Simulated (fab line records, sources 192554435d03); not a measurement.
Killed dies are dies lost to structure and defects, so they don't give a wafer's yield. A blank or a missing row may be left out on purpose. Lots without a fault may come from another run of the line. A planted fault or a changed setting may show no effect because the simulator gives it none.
One fault seen from 2 desks | flow n5_finfet | each desk has only its own numbers; what lay behind them comes last

THE DEFECT DESK
What the inspections along the route counted, lot by lot: means of the sampled wafers that have a number. A lot is out of limits, marked OUT, if its mean lies more than 4 standard deviations from the usual mean; the brackets give that distance.
Columns: A = raw_defect_count at N5_BEOL_M7_INSPECT_13, usual 413
lot  | first seen here | A
L405 | day 11 20:03    | 257
L407 | day 12 10:43    | 433
L410 | day 13 12:05    | 372
L409 | day 13 16:17    | 367
L417 | day 14 11:25    | 318
L415 | day 14 21:14    | 457
L419 | day 15 06:02    | 479
L422 | day 15 12:40    | 635
L427 | day 17 12:16    | 537
L428 | day 17 12:38    | 389
This desk's finding: nothing out of limits on any of the 10 lots.

THE TOOL OWNER'S DESK: rie_diel-06
The tool's own readings at N5_BEOL_M7_STRIP_19 (strips in O2): means of the sampled wafers that have a number, for each lot that ran on this tool. A lot is out of limits, marked OUT, if its mean lies more than 4 standard deviations from the usual mean; the brackets give that distance.
Columns: A = chamber_pressure_mTorr at N5_BEOL_M7_STRIP_19, usual 30.00 mTorr; B = drypump_motor_current_A at N5_BEOL_M7_STRIP_19, usual 5.7 A; C = oes_product_au at N5_BEOL_M7_STRIP_19, usual 0.83 a.u.; D = rf_vpp_V at N5_BEOL_M7_STRIP_19, usual 3.7 V; E = showerhead_plenum_p_Torr at N5_BEOL_M7_STRIP_19, usual 2.10 Torr; F = throttle_valve_pct at N5_BEOL_M7_STRIP_19, usual 16.54 %
lot  | first seen here | A                       | B   | C    | D   | E    | F
L407 | day 12 11:08    | 30.00                   | 5.3 | 0.86 | 3.9 | 2.04 | 16.35
L409 | day 13 16:59    | 33.03 (+95) OUT         | 5.4 | 0.91 | 3.7 | 2.09 | 16.29
L417 | day 14 12:23    | 33.01 (+94) OUT         | 6.0 | 0.84 | 4.2 | 2.11 | 16.48
L415 | day 14 21:41    | 36.05 (+99 or more) OUT | 5.4 | 0.94 | 4.2 | 2.09 | 16.35
L428 | day 17 13:03    | 30.01                   | 5.7 | 0.84 | 4.0 | 2.11 | 16.40
This desk's finding: out of limits on L409, L415, L417; first on L409, day 13 16:59 (chamber_pressure_mTorr at N5_BEOL_M7_STRIP_19). In limits: L407, L428.

PUT TOGETHER
The tool owner's desk could have raised an alarm at day 13 16:59, on L409, L415, L417.
The defect desk saw nothing out of limits.
The defect desk has L409, L415, L417 on record, within its limits.
Of the lots named, all ran N5_BEOL_M7_STRIP_19 on rie_diel-06.

WHAT THE SIMULATOR HAD PUT IN
Process parameter drift: rie_diel-06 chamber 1, from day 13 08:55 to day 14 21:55, at N5_BEOL_M7_STRIP_19. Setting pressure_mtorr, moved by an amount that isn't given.
Lots struck among those shown: L409, L415, L417.
Hours from the fault's start to each desk's first reading out of limits: the tool owner's desk, 8.
